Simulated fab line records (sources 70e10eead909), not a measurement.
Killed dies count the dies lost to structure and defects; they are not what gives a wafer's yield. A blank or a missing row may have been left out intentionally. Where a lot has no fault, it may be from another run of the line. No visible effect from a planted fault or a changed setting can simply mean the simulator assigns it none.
fab line records	flow nand-harc
[record] lots = 6	wafers = 17	last-day = 24
route steps=1159 shown A_BONDPAD@1065 END@1159
lots that met no fault: from a run of the same line without faults
start-h: hours from the record's opening day to when the first of the lot's shown wafers began	wait-h: hours elapsed since this lot's preceding step	" same as the row above	L1.1+2: one row covering several wafers at once	- no value, or no start given	* or withheld: withheld	< > ~ a bound
route shown NAME@n: a module of which the file shows steps, and the number in the route of the first	usual: the fault-free wafers' mean and standard deviation	same: alike in all rows	chamber/n: place in a boat	sites: per-site readings	_std_site: the values' standard deviation	_edge_site: mean of outer sites minus mean of inner sites	radius-mm: how far each site lies from the wafer's centre	mask NAME#n: copy n	behind: tool/chamber where the wafer was last shaped	hold: cause of the lot's hold/its duration in hours/its outcome	device: transistor that didn't switch, given as n, p or np	end of line: the same wafers' tests at the end of the route	a step without rows: its recipe alone	killed: dies lost to structure and defects at the first sort, not the wafer's yield	map: per-die view of a wafer (x killed, . not killed, _ where there is no die)
set.NAME: the setting as run; set.NAME@STEP: as run at that earlier step	model.NAME: the simulator's own value behind a step, which no gauge read
a table for each step, a row for each wafer; lots at some steps of the route
services: from which hour (start-h, from the record's first day; less than 0 if before it) a tool's chamber was out of use, for how many hours, and why
[[steps]]
[step NHARC_A_BONDPAD_COAT_33]
[recipe] temp-c = 200	time-s = 65
[step NHARC_A_BONDPAD_COAT_03]
[recipe] spin-rpm = 2000	resist-thk-nm = 600
[step NHARC_A_BONDPAD_SOFTBAKE_04]
[recipe] temp-c = 125	time-s = 70
[step NHARC_A_BONDPAD_EBR_05]
[step NHARC_A_BONDPAD_EXPOSE_06]
[recipe] na = 0.55	dose-mj = 36.99	mask-id = A_BPAD
[step NHARC_A_BONDPAD_PEB_07]
[recipe] peb-temp-c = 128	peb-time-s = 80
[step NHARC_A_BONDPAD_DEVELOP_08]
[recipe] time-s = 50	dev-temp-c = 22
[step NHARC_A_BONDPAD_CD_MEAS_09]
[recipe] target-cd-nm = 500	landing-energy-ev = 500
[usual] cd-nm = 499.8/1.8
[same] landing-energy-ev = 500
lot.wafer	tool	chamber	start-h	wait-h	cd-nm
L148.1	cd-sem-02	0	411.55	-	498.5
L148.5	"	0	"	"	497.4
L148.6	"	0	"	"	499.1
L149.1	cd-sem-02	0	418.75	-	497.7
L149.2	"	0	"	"	499.7
L149.5	"	0	"	"	499.1
L154.2	cd-sem-03	0	443.72	-	500.6
L154.4	"	0	"	"	498.9
L154.5	"	0	"	"	499.4
L152.3	cd-sem-01	0	444.73	-	499.4
L152.5	"	0	"	"	496.3
L152.6	"	0	"	"	497.7
L158.3	cd-sem-02	0	467.62	-	502.5
L158.6	"	0	"	"	500.5
L167.2	cd-sem-03	0	525.29	-	499.7
L167.5	"	0	"	"	497.8
L167.6	"	0	"	"	499.7
[step NHARC_A_BONDPAD_OVL_MEAS_35]
[usual] overlay-x-nm = 0/5.6	overlay-y-nm = 0/4.6
lot.wafer	tool	chamber	start-h	wait-h	overlay-x-nm	overlay-y-nm
L148.1	overlay-01	-	411.64	-	-4	4
L148.5	"	-	"	"	-4	3
L148.6	"	-	"	"	-4	3
L149.1	overlay-01	-	418.84	-	1	-4
L149.2	"	-	"	"	1	-5
L149.5	"	-	"	"	0	-4
L154.2	overlay-02	-	443.81	-	-4	0
L154.4	"	-	"	"	-4	0
L154.5	"	-	"	"	-4	0
L152.3	overlay-02	-	444.82	-	-10	3
L152.5	"	-	"	"	-10	2
L152.6	"	-	"	"	-10	2
L158.3	overlay-02	-	467.70	-	5	1
L158.6	"	-	"	"	5	0
L167.2	overlay-01	-	525.37	-	1	-1
L167.5	"	-	"	"	1	-1
L167.6	"	-	"	"	1	-1
[step NHARC_A_BONDPAD_HARDBAKE_10]
[recipe] temp-c = 118	time-s = 65
[step NHARC_A_BONDPAD_DESCUM_11]
[recipe] time-s = 3	o2-flow-sccm = 200	ar-flow-sccm = 0	bias-power-w = 0	chemistry = O2
[usual] drypump-motor-current-A = 5.7/0.39	oes-product-au = 1.003/0.0098	rf-vpp-V = 57.7/0.93	showerhead-plenum-p-Torr = 1.88/0.098	throttle-valve-pct = 11.310/0.01
lot.wafer	tool	chamber	start-h	wait-h	drypump-motor-current-A	oes-product-au	rf-hours-counter-h	rf-vpp-V	showerhead-plenum-p-Torr	throttle-valve-pct
L148.1	rie-diel-13	3	411.77	-	6.0	0.998	21	57.4	1.96	11.323
L148.6	"	3	"	"	6.0	1.002	-	59.0	1.96	11.312
L148.5	"	0	"	"	5.2	0.995	-	57.2	1.81	11.315
L149.1	rie-diel-11	1	418.97	-	5.5	1.005	2	57.8	1.93	11.312
L149.2	"	0	"	"	5.6	1.003	1	57.7	1.78	11.309
L149.5	"	1	"	"	5.5	1.001	-	58.1	1.93	11.312
L154.4	rie-diel-11	1	443.93	-	5.5	0.995	2	58.5	1.93	11.289
L154.2	"	0	"	"	5.6	1.007	2	57.0	1.78	11.327
L154.5	"	2	"	"	5.6	1.005	-	56.7	1.81	11.309
L152.3	rie-diel-01	3	444.95	-	5.3	0.984	47	57.1	1.86	11.321
L152.5	"	2	"	"	6.0	0.998	-	56.9	1.95	11.292
L152.6	"	3	"	"	5.3	0.993	-	57.4	1.86	11.304
L158.3	rie-diel-11	1	467.86	-	5.5	0.993	3	57.2	1.93	11.307
L158.6	"	2	"	"	5.6	1.006	-	56.7	1.81	11.308
L167.2	rie-diel-01	3	525.53	-	5.3	0.987	11	57.4	1.85	11.300
L167.5	"	0	"	"	6.7	1.015	-	57.2	2.07	11.293
L167.6	"	1	"	"	5.1	1.003	-	57.6	1.79	11.324
[step NHARC_A_BONDPAD_ETCH_34]
[recipe] target-depth-a = 600	overetch-a = 180	time-s = 65.91	ion-energy-ev = 200	n2-flow-sccm = 150	h2-flow-sccm = 150	ar-flow-sccm = 0	rf-w = 400	bias-w = 150	chemistry = N2/H2
[usual] drypump-motor-current-A = 5.7/0.39	h2-flow-sccm = 150.0/0.46	oes-product-au = 1.002/0.01	rf-vpp-V = 430/3.3	run-length-s = 87.2/0.41	showerhead-plenum-p-Torr = 2.01/0.11	throttle-valve-pct = 14.171/0.01
lot.wafer	tool	chamber	start-h	wait-h	drypump-motor-current-A	h2-flow-sccm	oes-product-au	rf-hours-counter-h	rf-vpp-V	run-length-s	showerhead-plenum-p-Torr	throttle-valve-pct
L148.1	rie-diel-13	2	411.85	0.1	6.0	149.7	1.018	21	428	87.4	1.95	14.171
L148.6	"	2	"	"	6.0	150.3	1.018	-	428	87.2	1.95	14.172
L148.5	"	3	"	"	6.0	150.0	1.007	-	432	88.2	2.09	14.166
L149.1	rie-diel-11	2	419.05	0.1	5.6	150.2	0.999	2	427	87.7	1.93	14.184
L149.2	"	1	"	"	5.5	150.0	1.004	2	433	87.6	2.06	14.177
L149.5	"	3	"	"	6.1	149.7	1.006	-	434	86.5	2.19	14.165
L154.2	rie-diel-11	3	444.02	0.1	6.1	149.8	0.992	2	434	86.6	2.19	14.183
L154.4	"	1	"	"	5.5	150.0	0.994	2	430	87.6	2.05	14.151
L154.5	"	3	"	"	6.1	150.3	0.996	-	434	87.2	2.19	14.176
L152.3	rie-diel-01	2	445.04	0.1	6.0	149.9	0.999	44	432	87.4	2.08	14.178
L152.6	"	0	"	"	6.7	149.0	1.003	-	426	87.5	1.88	14.159
L152.5	"	1	"	"	5.1	150.8	0.973	-	425	87.1	1.91	14.167
L158.3	rie-diel-11	0	467.93	0.1	5.6	150.2	1.015	3	428	87.2	1.90	14.159
L158.6	"	3	"	"	6.1	150.3	1.016	-	434	87.2	2.19	14.177
L167.2	rie-diel-01	0	525.59	0.1	6.7	150.5	1.021	10	436	87.2	2.21	14.169
L167.6	"	0	"	"	6.7	150.6	1.017	-	436	87.8	2.21	14.166
L167.5	"	1	"	"	5.1	149.6	1.003	-	426	87.1	1.90	14.185
[step NHARC_A_BONDPAD_ETCH_12]
[recipe] target-depth-a = 2200	time-s = 110	chf3-flow-sccm = 50	o2-flow-sccm = 10	ar-flow-sccm = 200	rf-w = 500	bias-w = 200	chemistry = CHF3/O2
[usual] drypump-motor-current-A = 5.7/0.38	oes-product-au = 0.955/0.023	rf-vpp-V = 369.7/2.7	run-length-s = 131.3/0.43	showerhead-plenum-p-Torr = 2.36/0.12	throttle-valve-pct = 20.573/0.0093
lot.wafer	tool	chamber	start-h	wait-h	drypump-motor-current-A	oes-product-au	rf-hours-counter-h	rf-vpp-V	run-length-s	showerhead-plenum-p-Torr	throttle-valve-pct
L148.1	rie-diel-13	3	411.95	-	6.0	0.937	21	370.2	131.9	2.46	20.569
L148.6	"	2	"	"	6.0	0.936	-	368.7	131.2	2.31	20.571
L148.5	"	3	"	"	5.9	0.933	-	371.7	131.6	2.46	20.568
L149.1	rie-diel-11	0	419.14	-	5.5	0.961	1	365.2	131.1	2.24	20.571
L149.2	"	2	"	"	5.6	0.967	2	366.5	131.6	2.28	20.579
L149.5	"	1	"	"	5.5	0.947	-	370.8	131.7	2.42	20.577
L154.2	rie-diel-11	2	444.11	-	5.6	0.978	2	368.0	131.6	2.28	20.556
L154.4	"	1	"	"	5.5	0.967	2	370.5	131.6	2.42	20.555
L154.5	"	2	"	"	5.6	0.972	-	367.0	99.5	2.28	20.577
L152.3	rie-diel-01	2	445.13	-	6.0	0.930	44	371.7	131.5	2.45	20.589
L152.6	"	0	"	"	6.7	0.929	-	369.0	132.0	2.23	20.568
L152.5	"	1	"	"	5.1	0.916	-	367.1	130.9	2.26	20.558
L158.3	rie-diel-11	1	468.03	-	5.5	0.975	3	371.3	131.4	2.42	20.581
L158.6	"	0	"	"	5.6	0.971	-	367.9	99.1	2.24	20.586
L167.2	rie-diel-01	1	525.71	-	5.1	0.924	9	367.7	131.3	2.25	20.570
L167.6	"	0	"	"	6.7	0.949	-	375.6	132.0	2.59	20.588
L167.5	"	1	"	"	5.1	0.931	-	367.4	130.9	2.25	20.572
[step NHARC_A_BONDPAD_CD_MEAS_13]
[usual] cd-nm = 499.5/1.9
lot.wafer	tool	chamber	start-h	wait-h	cd-nm
L148.1	cd-sem-01	-	412.08	-	497.8
L148.5	"	-	"	"	496.4
L148.6	"	-	"	"	499.1
L149.1	cd-sem-03	-	419.28	-	498.4
L149.2	"	-	"	"	499.8
L149.5	"	-	"	"	498.6
L154.2	cd-sem-02	-	444.25	-	498.5
L154.4	"	-	"	"	497.2
L154.5	"	-	"	"	497.8
L152.3	cd-sem-03	-	445.26	-	498.2
L152.5	"	-	"	"	494.5
L152.6	"	-	"	"	495.6
L158.3	cd-sem-01	-	468.16	-	503.1
L158.6	"	-	"	"	500.3
L167.2	cd-sem-02	-	525.85	-	498.4
L167.5	"	-	"	"	497.6
L167.6	"	-	"	"	499.2
[step NHARC_END_SORT_01]
[recipe] temp-c = 25
[usual] defect-limited-yield = 95.2/1.6	killed-at-array = 29/10	killed-at-other = 0.7/1.1	killed-at-periphery = 3.2/2.2	killed-dies = 33/11	killed-open = 3.5/1.8	killed-short = 2.0/1.4	sort_bin_2_pct = 1.5/0.61	sort_bin_3_pct = 0.29/0.22	sort_bin_4_pct = 3.1/1.1	sort-n-pass = 644/11	sort-rim-yield-pct = 95/3.3	sort-yield-pct = 95.2/1.6
[same] gross-dies = 677	sort_bin_5_pct[%] = 0	sort_bin_6_pct[%] = 0	sort_bin_7_pct[%] = 0	sort_bin_8_pct[%] = 0	sort-rim-n-gross = 106.00
lot.wafer	tool	chamber	start-h	wait-h	defect-limited-yield[%]	killed-at-array	killed-at-other	killed-at-periphery	killed-dies	killed-open	killed-short	sort_bin_2_pct[%]	sort_bin_3_pct[%]	sort_bin_4_pct[%]	sort-n-pass	sort-rim-yield-pct[%]	sort-yield-pct[%]
L149.1	prober-02	0	474.75	2.5	93.6	36	0	7	43	3	3	1.5	0.44	4.4	634	87	93.6
L149.2	prober-02	0	475.54	2.8	92.3	45	1	6	52	5	5	2.1	0.74	4.9	625	98	92.3
L149.5	prober-02	0	477.93	3.7	95.4	26	0	5	31	2	2	1.3	0.44	2.8	646	91	95.4
L154.5	prober-01	0	501.29	3.7	0	672	3	2	677	4	1	96.5	0.30	3.2	0	0	0
L158.3	prober-01	0	507.52	3.1	95.6	28	0	2	30	5	3	1.5	0.59	2.4	647	98	95.6
L158.6	prober-01	0	509.90	4.0	0	673	3	1	677	2	0	97.8	0.15	2.1	0	0	0
L167.2	prober-02	0	567.29	2.8	94.8	28	0	7	35	5	1	1.0	0.30	3.8	642	92	94.8
L167.5	prober-02	0	569.66	3.7	93.6	39	0	4	43	5	2	1.8	0.74	3.8	634	99	93.6
L167.6	prober-02	0	570.45	4.0	96.2	25	1	0	26	2	0	1.6	0.15	2.1	651	91	96.2
// killed by level:class
L149.1 A_CHANNEL_HOLE_D1:chamber-film-flake=12 A_SLIT:chamber-film-flake=9 P_STI:chamber-film-flake=5 A_CONTACT:chamber-film-flake=4 A_WL_FILL:chamber-film-flake=3 A_ONON_D1:geometric-particle:short=1 A_ONON_D1:geometric-particle:open=1 A_WL_FILL:geometric-particle:open=1
L149.2 A_CHANNEL_HOLE_D1:chamber-film-flake=17 A_SLIT:chamber-film-flake=12 A_WL_FILL:chamber-film-flake=4 A_CONTACT:chamber-film-flake=3 A_STAIRCASE:chamber-film-flake=2 P_CONTACT:geometric-particle:open=1 P_M0:geometric-particle:open=1 P_M0:geometric-particle:short=1
L149.5 A_CHANNEL_HOLE_D1:chamber-film-flake=11 A_SLIT:chamber-film-flake=6 A_STAIRCASE:chamber-film-flake=4 P_STI:chamber-film-flake=3 A_M0:geometric-particle:open=2 A_SGD_CUT:geometric-particle:short=1 A_M0:geometric-particle:short=1 P_ZERO_WELL:chamber-film-flake=1
L154.5 A_BONDPAD:area-etch=642 A_SLIT:chamber-film-flake=12 A_CHANNEL_HOLE_D1:chamber-film-flake=5 A_SGD_CUT:chamber-film-flake=3 A_CONTACT:chamber-film-flake=3 THIN_TSV:chamber-film-flake=3 A_STAIRCASE:chamber-film-flake=2 P_M2:geometric-particle:open=1
L158.3 A_CHANNEL_HOLE_D1:chamber-film-flake=19 A_CONTACT:chamber-film-flake=2 P_CONTACT:geometric-particle:short=1 P_CONTACT:geometric-particle:open=1 A_SOURCE_PLATE:geometric-particle:open=1 A_CHANNEL_FILL_D1:geometric-particle:open=1 A_SGD_CUT:geometric-particle:open=1 A_SGD_CUT:geometric-particle:short=1
L158.6 A_BONDPAD:area-etch=655 A_CHANNEL_HOLE_D1:chamber-film-flake=11 A_STAIRCASE:chamber-film-flake=3 A_CONTACT:chamber-film-flake=2 THIN_TSV:chamber-film-flake=2 A_CHANNEL_FILL_D1:geometric-particle:open=1 P_GATE:chamber-film-flake=1 STARTING-WAFER:geometric-particle:open=1
L167.2 A_SLIT:chamber-film-flake=13 A_CHANNEL_HOLE_D1:chamber-film-flake=9 A_CONTACT:geometric-particle:open=2 P_GATE:chamber-film-flake=2 P_CONTACT:geometric-particle:open=1 P_M0:geometric-particle:short=1 P_M1:geometric-particle:open=1 A_ONON_D1:geometric-particle:open=1
L167.5 A_SLIT:chamber-film-flake=16 A_CHANNEL_HOLE_D1:chamber-film-flake=12 A_ZERO_WELL:chamber-film-flake=4 A_M0:geometric-particle:open=2 P_M0:geometric-particle:open=1 P_M1:geometric-particle:open=1 A_ONON_D1:geometric-particle:short=1 A_CONTACT:geometric-particle:short=1
L167.6 A_SLIT:chamber-film-flake=10 A_CHANNEL_HOLE_D1:chamber-film-flake=8 A_STAIRCASE:chamber-film-flake=2 A_CONTACT:chamber-film-flake=2 A_WL_FILL:geometric-particle:open=1 A_BLC:geometric-particle:open=1 A_ZERO_WELL:chamber-film-flake=1 THIN_TSV:chamber-film-flake=1
// map L154.5 (x killed, . not)
____________x____________
_________xxxxxxx_________
_______xxxxxxxxxxx_______
______xxxxxxxxxxxxx______
_____xxxxxxxxxxxxxxx_____
____xxxxxxxxxxxxxxxxx____
____xxxxxxxxxxxxxxxxx____
___xxxxxxxxxxxxxxxxxxx___
___xxxxxxxxxxxxxxxxxxx___
__xxxxxxxxxxxxxxxxxxxxx__
__xxxxxxxxxxxxxxxxxxxxx__
_xxxxxxxxxxxxxxxxxxxxxxx_
_xxxxxxxxxxxxxxxxxxxxxxx_
_xxxxxxxxxxxxxxxxxxxxxxx_
_xxxxxxxxxxxxxxxxxxxxxxx_
_xxxxxxxxxxxxxxxxxxxxxxx_
xxxxxxxxxxxxxxxxxxxxxxxxx
xxxxxxxxxxxxxxxxxxxxxxxxx
xxxxxxxxxxxxxxxxxxxxxxxxx
xxxxxxxxxxxxxxxxxxxxxxxxx
xxxxxxxxxxxxxxxxxxxxxxxxx
_xxxxxxxxxxxxxxxxxxxxxxx_
_xxxxxxxxxxxxxxxxxxxxxxx_
_xxxxxxxxxxxxxxxxxxxxxxx_
_xxxxxxxxxxxxxxxxxxxxxxx_
_xxxxxxxxxxxxxxxxxxxxxxx_
__xxxxxxxxxxxxxxxxxxxxx__
__xxxxxxxxxxxxxxxxxxxxx__
___xxxxxxxxxxxxxxxxxxx___
___xxxxxxxxxxxxxxxxxxx___
____xxxxxxxxxxxxxxxxx____
____xxxxxxxxxxxxxxxxx____
_____xxxxxxxxxxxxxxx_____
______xxxxxxxxxxxxx______
_______xxxxxxxxxxx_______
_________xxxxxxx_________
____________x____________
// map L158.6 (x killed, . not)
____________x____________
_________xxxxxxx_________
_______xxxxxxxxxxx_______
______xxxxxxxxxxxxx______
_____xxxxxxxxxxxxxxx_____
____xxxxxxxxxxxxxxxxx____
____xxxxxxxxxxxxxxxxx____
___xxxxxxxxxxxxxxxxxxx___
___xxxxxxxxxxxxxxxxxxx___
__xxxxxxxxxxxxxxxxxxxxx__
__xxxxxxxxxxxxxxxxxxxxx__
_xxxxxxxxxxxxxxxxxxxxxxx_
_xxxxxxxxxxxxxxxxxxxxxxx_
_xxxxxxxxxxxxxxxxxxxxxxx_
_xxxxxxxxxxxxxxxxxxxxxxx_
_xxxxxxxxxxxxxxxxxxxxxxx_
xxxxxxxxxxxxxxxxxxxxxxxxx
xxxxxxxxxxxxxxxxxxxxxxxxx
xxxxxxxxxxxxxxxxxxxxxxxxx
xxxxxxxxxxxxxxxxxxxxxxxxx
xxxxxxxxxxxxxxxxxxxxxxxxx
_xxxxxxxxxxxxxxxxxxxxxxx_
_xxxxxxxxxxxxxxxxxxxxxxx_
_xxxxxxxxxxxxxxxxxxxxxxx_
_xxxxxxxxxxxxxxxxxxxxxxx_
_xxxxxxxxxxxxxxxxxxxxxxx_
__xxxxxxxxxxxxxxxxxxxxx__
__xxxxxxxxxxxxxxxxxxxxx__
___xxxxxxxxxxxxxxxxxxx___
___xxxxxxxxxxxxxxxxxxx___
____xxxxxxxxxxxxxxxxx____
____xxxxxxxxxxxxxxxxx____
_____xxxxxxxxxxxxxxx_____
______xxxxxxxxxxxxx______
_______xxxxxxxxxxx_______
_________xxxxxxx_________
____________x____________
[[services]]
tool	chamber	start-h	hours	kind
rie-diel-11	0	400.13	-	clean
rie-diel-11	1	400.13	-	clean
rie-diel-11	2	400.13	-	clean
rie-diel-11	3	400.13	-	clean
rie-diel-13	2	401.11	8.7	repair
rie-diel-11	0	424.63	-	clean
rie-diel-11	1	424.63	-	clean
rie-diel-11	2	424.63	-	clean
rie-diel-11	3	424.63	-	clean
rie-diel-11	0	449.13	-	clean
rie-diel-11	1	449.13	-	clean
rie-diel-11	2	449.13	-	clean
rie-diel-11	3	449.13	-	clean
rie-diel-13	-	453.26	9.0	pm
rie-diel-11	1	457.94	9.7	repair
rie-diel-11	0	473.63	-	clean
rie-diel-11	1	473.63	-	clean
rie-diel-11	2	473.63	-	clean
rie-diel-11	3	473.63	-	clean
rie-diel-01	-	491.93	9.0	pm
rie-diel-11	0	498.13	-	clean
rie-diel-11	1	498.13	-	clean
rie-diel-11	1	499.66	4.9	repair
rie-diel-01	2	525.56	1.5	repair
[[key]]
[first-sign] step = NHARC_A_BONDPAD_ETCH_12	reading = run-length-s	direction = down	sigmas = 75	usual = *	struck = *
[effect] step = NHARC_END_SORT_01	reading = sort_bin_2_pct	direction = up	sigmas = 99+	usual = 1.5	struck = 97.1
[more-kills-born-at] NHARC_A_BONDPAD_ETCH_12@rie-diel-11 = 1297
met-at NHARC_A_BONDPAD_ETCH_12
struck-wafers L154.5,L158.6
later-rows-left-out L154.5,L158.6
onset-between 419.14 444.11
[fault] kind = process-parameter-drift	tool = rie-diel-11	chamber = -	onset-h = 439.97	steps = NHARC_A_BONDPAD_ETCH_12	channel = time-s	offset = *	shape = step	end-h = 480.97	scope = struck-wafers-only	acts-in = *	stated = *
// later-rows-left-out: the simulator's readings of these wafers behind a module that went badly wrong aren't trusted and aren't shown, but for the sort
